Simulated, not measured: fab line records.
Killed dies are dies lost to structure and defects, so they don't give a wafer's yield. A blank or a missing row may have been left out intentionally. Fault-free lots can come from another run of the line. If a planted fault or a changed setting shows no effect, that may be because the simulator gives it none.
The tool behind it: which one? | flow nand_harc | 12 lots with 35 wafers sampled at 6 steps, on a route of 1159 steps

== WHAT EACH GAUGE READ, for each wafer ==
NHARC_A_ONON_D1_THK_MEAS_02: measures by ellipsometry.
lot  | measured     | on            | thk_nm (nm)
L702 | day 8 04:34  | film_metro-02 | 1015 1014 1016
L701 | day 8 04:34  | film_metro-01 | 997 999 997
L705 | day 8 18:31  | film_metro-01 | 1469 1000 1471
L707 | day 9 02:08  | film_metro-01 | 1475 1006 1005
L708 | day 9 05:31  | film_metro-01 | 1017 1019 1018
L711 | day 9 23:50  | film_metro-01 | 1469 999
L717 | day 11 11:18 | film_metro-02 | 985 986 987
L716 | day 11 11:18 | film_metro-01 | 1002 1002 1002
L721 | day 12 04:02 | film_metro-02 | 984 985 983
L720 | day 12 04:02 | film_metro-01 | 990 990 989
L724 | day 12 22:22 | film_metro-02 | 985 988 984
L723 | day 13 04:05 | film_metro-02 | 992 993 993

NHARC_END_SORT_01.
lot  | measured     | on        | killed_at_array | killed_at_other | killed_at_periphery | killed_dies | killed_open | killed_short
L705 | day 20 17:36 | prober-01 | 670 33 673      | 2 3 1           | 5 7 3               | 677 43 677  | 5 5 4       | 1 1 1
L707 | day 21 00:21 | prober-02 | 674 35 26       | 0 0 0           | 3 5 6               | 677 40 32   | 2 5 4       | 2 2 2
L711 | day 21 17:17 | prober-01 | 674 34          | 0 0             | 3 3                 | 677 37      | 1 3         | 2 1

== EACH LOT AND THE TOOL THAT RAN IT (in order: tool; ch and the chambers of the sampled wafers; start) ==
lot  | NHARC_P_BONDPAD_DESCUM_11          | NHARC_P_BONDPAD_PRE_CLEAN_26            | NHARC_A_ZERO_WELL_DESCUM_12        | NHARC_A_ONON_D1_DEP_00
L702 | rie_diel-05 ch 1,2,3, day 6 20:03  | pvd_sputter-02, day 7 00:29 or earlier  | rie_diel-06 ch 2,3, day 7 00:29    | pecvd_onon-02 ch 0, day 8 04:07
L701 | rie_diel-12 ch 0,2,3, day 6 20:30  | pvd_sputter-01, day 7 00:57 or earlier  | rie_diel-07 ch 0,1,3, day 7 00:57  | pecvd_onon-01 ch 0, day 8 04:07
L705 | rie_diel-12 ch 0,1,2, day 7 15:40  | pvd_sputter-01, day 7 19:37 or earlier  | rie_diel-11 ch 0,2,3, day 7 19:37  | pecvd_onon-01 ch 0, day 8 17:59
L707 | rie_diel-01 ch 0,1,3, day 7 23:40  | pvd_sputter-01, day 8 03:50 or earlier  | rie_diel-06 ch 0,2, day 8 03:50    | pecvd_onon-01 ch 0, day 9 01:37
L708 | rie_diel-01 ch 1,3, day 8 02:23    | pvd_sputter-03, day 8 06:54 or earlier  | rie_diel-07 ch 2,3, day 8 06:54    | pecvd_onon-03 ch 0, day 9 05:04
L711 | rie_diel-12 ch 0,2, day 8 21:38    | pvd_sputter-02, day 9 01:35 or earlier  | rie_diel-07 ch 1,2, day 9 01:35    | pecvd_onon-01 ch 0, day 9 23:20
L717 | rie_diel-12 ch 0,1,3, day 10 10:10 | pvd_sputter-02, day 10 14:22 or earlier | rie_diel-11 ch 2,3, day 10 14:22   | pecvd_onon-03 ch 0, day 11 10:47
L716 | rie_diel-01 ch 0,1,2, day 10 10:59 | pvd_sputter-02, day 10 15:09 or earlier | rie_diel-06 ch 0,1,2, day 10 15:09 | pecvd_onon-02 ch 0, day 11 10:47
L721 | rie_diel-01 ch 0,2,3, day 11 01:23 | pvd_sputter-01, day 11 05:35 or earlier | rie_diel-11 ch 1,2, day 11 05:35   | pecvd_onon-02 ch 0, day 12 03:35
L720 | rie_diel-01 ch 0,2,3, day 11 03:47 | pvd_sputter-03, day 11 07:54 or earlier | rie_diel-11 ch 0,1,2, day 11 07:54 | pecvd_onon-03 ch 0, day 12 03:39
L724 | rie_diel-01 ch 0,1,2, day 11 20:26 | pvd_sputter-01, day 12 00:40 or earlier | rie_diel-11 ch 0,2,3, day 12 00:40 | pecvd_onon-01 ch 0, day 12 21:52
L723 | rie_diel-01 ch 0,2, day 12 01:19   | pvd_sputter-03, day 12 05:17 or earlier | rie_diel-11 ch 0,2,3, day 12 05:17 | pecvd_onon-03 ch 0, day 13 03:38
- NHARC_P_BONDPAD_DESCUM_11: chemistry O2, time 3 s.
- NHARC_P_BONDPAD_PRE_CLEAN_26: time 30 s.
- NHARC_A_ZERO_WELL_DESCUM_12: chemistry O2, time 3 s.
- NHARC_A_ONON_D1_DEP_00: target thk 1000 nm.

== WHAT THE TOOLS THEMSELVES READ (means of the sampled wafers that have a number; where no wafer has one, the mark that the record gives instead) ==
NHARC_P_BONDPAD_DESCUM_11.
lot  | tool        | drypump_motor_current_A (A) | oes_product_au (a.u.) | rf_vpp_V (V) | showerhead_plenum_p_Torr (Torr) | throttle_valve_pct (%)
L702 | rie_diel-05 | 6.2                         | 1.000                 | 57.9         | 1.96                            | 11.310
L701 | rie_diel-12 | 5.7                         | 1.008                 | 58.1         | 1.91                            | 11.308
L705 | rie_diel-12 | 5.8                         | 1.001                 | 57.4         | 1.93                            | 11.317
L707 | rie_diel-01 | 6.3                         | 0.992                 | 58.1         | 1.98                            | 11.305
L708 | rie_diel-01 | 6.4                         | 1.001                 | 57.7         | 1.98                            | 11.321
L711 | rie_diel-12 | 5.8                         | 1.000                 | 57.3         | 1.86                            | 11.322
L717 | rie_diel-12 | 5.7                         | 0.994                 | 58.6         | 2.04                            | 11.322
L716 | rie_diel-01 | 5.8                         | 0.996                 | 58.5         | 2.00                            | 11.301
L721 | rie_diel-01 | 6.0                         | 0.998                 | 58.7         | 1.98                            | 11.319
L720 | rie_diel-01 | 6.0                         | 0.999                 | 57.4         | 1.98                            | 11.311
L724 | rie_diel-01 | 5.8                         | 1.001                 | 58.1         | 2.00                            | 11.311
L723 | rie_diel-01 | 6.0                         | 0.996                 | 59.2         | 1.99                            | 11.313

NHARC_P_BONDPAD_PRE_CLEAN_26.
lot  | tool           | heater_power_w (W)
L702 | pvd_sputter-02 | 437
L701 | pvd_sputter-01 | 448
L705 | pvd_sputter-01 | 436
L707 | pvd_sputter-01 | 462
L708 | pvd_sputter-03 | 420
L711 | pvd_sputter-02 | 448
L717 | pvd_sputter-02 | 425
L716 | pvd_sputter-02 | 456
L721 | pvd_sputter-01 | 455
L720 | pvd_sputter-03 | 389
L724 | pvd_sputter-01 | 451
L723 | pvd_sputter-03 | 408

NHARC_A_ZERO_WELL_DESCUM_12.
lot  | tool        | drypump_motor_current_A (A) | oes_product_au (a.u.) | rf_vpp_V (V) | showerhead_plenum_p_Torr (Torr) | throttle_valve_pct (%)
L702 | rie_diel-06 | 6.0                         | 1.001                 | 57.9         | 1.97                            | 11.312
L701 | rie_diel-07 | 5.4                         | 1.010                 | 58.7         | 1.95                            | 11.314
L705 | rie_diel-11 | 5.9                         | 1.000                 | 57.6         | 1.91                            | 11.308
L707 | rie_diel-06 | 6.2                         | 1.001                 | 57.9         | 1.94                            | 11.306
L708 | rie_diel-07 | 5.9                         | 0.999                 | 57.7         | 1.95                            | 11.313
L711 | rie_diel-07 | 5.8                         | 1.004                 | 58.9         | 2.01                            | 11.315
L717 | rie_diel-11 | 5.5                         | 0.990                 | 58.0         | 1.92                            | 11.311
L716 | rie_diel-06 | 5.9                         | 1.000                 | 57.3         | 1.91                            | 11.317
L721 | rie_diel-11 | 6.4                         | 0.999                 | 58.4         | 1.97                            | 11.305
L720 | rie_diel-11 | 6.3                         | 0.990                 | 57.5         | 1.93                            | 11.317
L724 | rie_diel-11 | 5.9                         | 0.994                 | 57.7         | 1.91                            | 11.315
L723 | rie_diel-11 | 5.9                         | 1.000                 | 57.8         | 1.91                            | 11.306

NHARC_A_ONON_D1_DEP_00.
lot  | tool          | nh3_flow_sccm (sccm)
L702 | pecvd_onon-02 | 499.8
L701 | pecvd_onon-01 | 500.3
L705 | pecvd_onon-01 | 499.2
L707 | pecvd_onon-01 | 498.0
L708 | pecvd_onon-03 | 497.8
L711 | pecvd_onon-01 | 501.1
L717 | pecvd_onon-03 | 503.0
L716 | pecvd_onon-02 | 501.8
L721 | pecvd_onon-02 | 497.0
L720 | pecvd_onon-03 | 499.4
L724 | pecvd_onon-01 | 499.4
L723 | pecvd_onon-03 | 499.0

== THE ANSWER, worked out from the rows above alone ==
Rule: usual is defined by the lots themselves. Put in order of their means at a reading, lots are off if they are a third of the lots or fewer, leave a main group of 4 or more, and stand apart from it by a gap of 3 or more times the standard deviation of the main group's means; of several such gaps the widest counts. The tables above print the reading to a certain number of digits; a main group whose means all agree to those digits is not used. Also off: a lot with no number at a reading for which 4 or more lots have one. All remaining lots with rows at the step are treated as sound. Order of review: gauges by route order, followed by the tools' own readings, for which a lot's mean as printed above is used. The first step at which some lot is off is used, and at that step the reading that is off furthest; a lot without a number counts as furthest.
Off: L705, L707, L711, at NHARC_A_ONON_D1_THK_MEAS_02 (thk_nm). The main group: mean 997 nm, standard deviation 12.
If a tool, at a process step before that reading, ran all the lots that are off and no sound lot after the first of them, it fits. Gauges at NHARC_A_ONON_D1_THK_MEAS_02: tried the same way as those tools. NHARC_P_BONDPAD_PRE_CLEAN_26 gives no start for some lots, so the hours and the order of its lots are those of NHARC_A_ZERO_WELL_DESCUM_12. No candidate that was tried fits.

== WHAT HAD BEEN PUT IN BY THE SIMULATOR ==
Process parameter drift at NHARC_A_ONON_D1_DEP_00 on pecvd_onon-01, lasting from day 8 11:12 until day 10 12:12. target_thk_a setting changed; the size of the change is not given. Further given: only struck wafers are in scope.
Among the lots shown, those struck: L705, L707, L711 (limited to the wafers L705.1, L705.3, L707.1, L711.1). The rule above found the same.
